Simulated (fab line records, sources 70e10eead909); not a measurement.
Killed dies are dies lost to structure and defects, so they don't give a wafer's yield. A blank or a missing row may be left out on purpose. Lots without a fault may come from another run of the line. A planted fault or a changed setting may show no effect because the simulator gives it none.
Tool commonality check | flow nand_harc | 12 lots, 36 wafers sampled

WHY IT WAS OPENED
At NHARC_END_SORT_01 the reading killed_at_periphery is flagged on 3 of 12 lots. Wafers without a fault read 3.0, standard deviation 2.3.
Rule: a lot is flagged when every wafer of it that has a number lies more than 4 standard deviations from that mean, or none has a number. The other lots count as sound.

lot  | measured     | on        | killed_at_periphery, wafer by wafer | flag
L852 | day 19 05:39 | prober-01 | 1 0 2                               |
L855 | day 19 13:36 | prober-02 | 0 1 2                               |
L853 | day 19 21:26 | prober-01 | 8 7 8                               |
L854 | day 20 06:02 | prober-01 | 2 3 1                               |
L864 | day 22 05:32 | prober-02 | 622 637 623                         | FLAGGED
L867 | day 23 07:27 | prober-01 | 609 618 611                         | FLAGGED
L865 | day 23 13:31 | prober-02 | 603 609 597                         | FLAGGED
L872 | day 24 00:21 | prober-01 | 7 3 4                               |
L871 | day 24 05:10 | prober-02 | 5 2 7                               |
L873 | day 24 07:20 | prober-01 | 4 1 1                               |
L870 | day 24 12:55 | prober-02 | 5 10 5                              |
L875 | day 24 23:37 | prober-02 | 2 0 3                               |
The numbers of the flagged lots are 614.3 on average: +611.3 against the usual, or +99 or more standard deviations.

WHICH TOOL RAN EACH LOT
The record holds 3 process steps before the reading, out of a route of 1159 steps. In each cell: the tool, then ch and the chambers that the sampled wafers went through, then the start.
lot  | flag    | NHARC_P_CONTACT_CVD_23                   | NHARC_P_M0_DESCUM_14               | NHARC_P_M0_STRIP_18
L852 |         | cvd_w-01 ch 0,1, day 5 15:16 or earlier  | rie_diel-04 ch 2,3, day 5 15:16    | rie_diel-11 ch 1,2,3, day 5 15:41
L855 |         | cvd_w-02 ch 0,1, day 6 14:50 or earlier  | rie_diel-11 ch 0,2,3, day 6 14:50  | rie_diel-04 ch 0,1,2, day 6 15:16
L853 |         | cvd_w-02 ch 0,1, day 6 01:19 or earlier  | rie_diel-04 ch 0,2,3, day 6 01:19  | rie_diel-11 ch 0,1,3, day 6 01:42
L854 |         | cvd_w-01 ch 0,1, day 6 15:07 or earlier  | rie_diel-07 ch 1,2,3, day 6 15:07  | rie_diel-11 ch 2,3, day 6 15:31
L864 | FLAGGED | cvd_w-02 ch 0,1, day 9 00:07 or earlier  | rie_diel-07 ch 0,2,3, day 9 00:07  | rie_diel-07 ch 0,1,3, day 9 00:31
L867 | FLAGGED | cvd_w-01 ch 0,1, day 9 12:06 or earlier  | rie_diel-11 ch 0,1,2, day 9 12:06  | rie_diel-04 ch 1,3, day 9 12:29
L865 | FLAGGED | cvd_w-01 ch 0,1, day 9 11:34 or earlier  | rie_diel-04 ch 1,2, day 9 11:34    | rie_diel-07 ch 0,1,3, day 9 12:01
L872 |         | cvd_w-02 ch 0,1, day 10 21:19 or earlier | rie_diel-11 ch 0,3, day 10 21:19   | rie_diel-07 ch 0,1,2, day 10 21:44
L871 |         | cvd_w-01 ch 0,1, day 10 18:03 or earlier | rie_diel-04 ch 0,2,3, day 10 18:03 | rie_diel-04 ch 0,2,3, day 10 18:29
L873 |         | cvd_w-02 ch 0,1, day 10 19:35 or earlier | rie_diel-11 ch 0,3, day 10 19:35   | rie_diel-04 ch 0,2,3, day 10 20:02
L870 |         | cvd_w-01 ch 0,1, day 10 18:38 or earlier | rie_diel-11 ch 0,1,2, day 10 18:38 | rie_diel-04 ch 0,1,3, day 10 19:04
L875 |         | cvd_w-02 ch 0,1, day 11 06:01 or earlier | rie_diel-11 ch 0,1,2, day 11 06:01 | rie_diel-07 ch 0,3, day 11 06:24
What these steps do:
- NHARC_P_CONTACT_CVD_23: deposits W, target thk 200 nm, time 557 s.
- NHARC_P_M0_DESCUM_14: chemistry O2, time 3 s.
- NHARC_P_M0_STRIP_18: strips in N2/H2.
- NHARC_END_SORT_01

FLAGGED OVER TOTAL, TOOL BY TOOL (the gauges that took the reading come last)
step                   | tool        | lots run | flagged | share of the flagged lots | sound lots run after its first flagged lot
NHARC_P_CONTACT_CVD_23 | cvd_w-01    | 6        | 2       | some                      | 2 (L871,L870)
NHARC_P_CONTACT_CVD_23 | cvd_w-02    | 6        | 1       | some                      | 3 (L873,L872,L875)
NHARC_P_M0_DESCUM_14   | rie_diel-04 | 4        | 1       | some                      | 1 (L871)
NHARC_P_M0_DESCUM_14   | rie_diel-07 | 2        | 1       | some                      | 0
NHARC_P_M0_DESCUM_14   | rie_diel-11 | 6        | 1       | some                      | 4 (L870,L873,L872,L875)
NHARC_P_M0_STRIP_18    | rie_diel-04 | 5        | 1       | some                      | 3 (L871,L870,L873)
NHARC_P_M0_STRIP_18    | rie_diel-07 | 4        | 2       | some                      | 2 (L872,L875)
NHARC_P_M0_STRIP_18    | rie_diel-11 | 3        | 0       | none                      | -
NHARC_END_SORT_01      | prober-01   | 6        | 1       | some                      | 2 (L872,L873)
NHARC_END_SORT_01      | prober-02   | 6        | 2       | some                      | 3 (L871,L870,L875)
NHARC_P_CONTACT_CVD_23 gives no start for some lots, so the hours and the order of its lots are those of NHARC_P_M0_DESCUM_14.

WHAT THE TABLE ALLOWS
No row of the table ran every flagged lot.

WHAT THE SIMULATOR HAD PUT IN
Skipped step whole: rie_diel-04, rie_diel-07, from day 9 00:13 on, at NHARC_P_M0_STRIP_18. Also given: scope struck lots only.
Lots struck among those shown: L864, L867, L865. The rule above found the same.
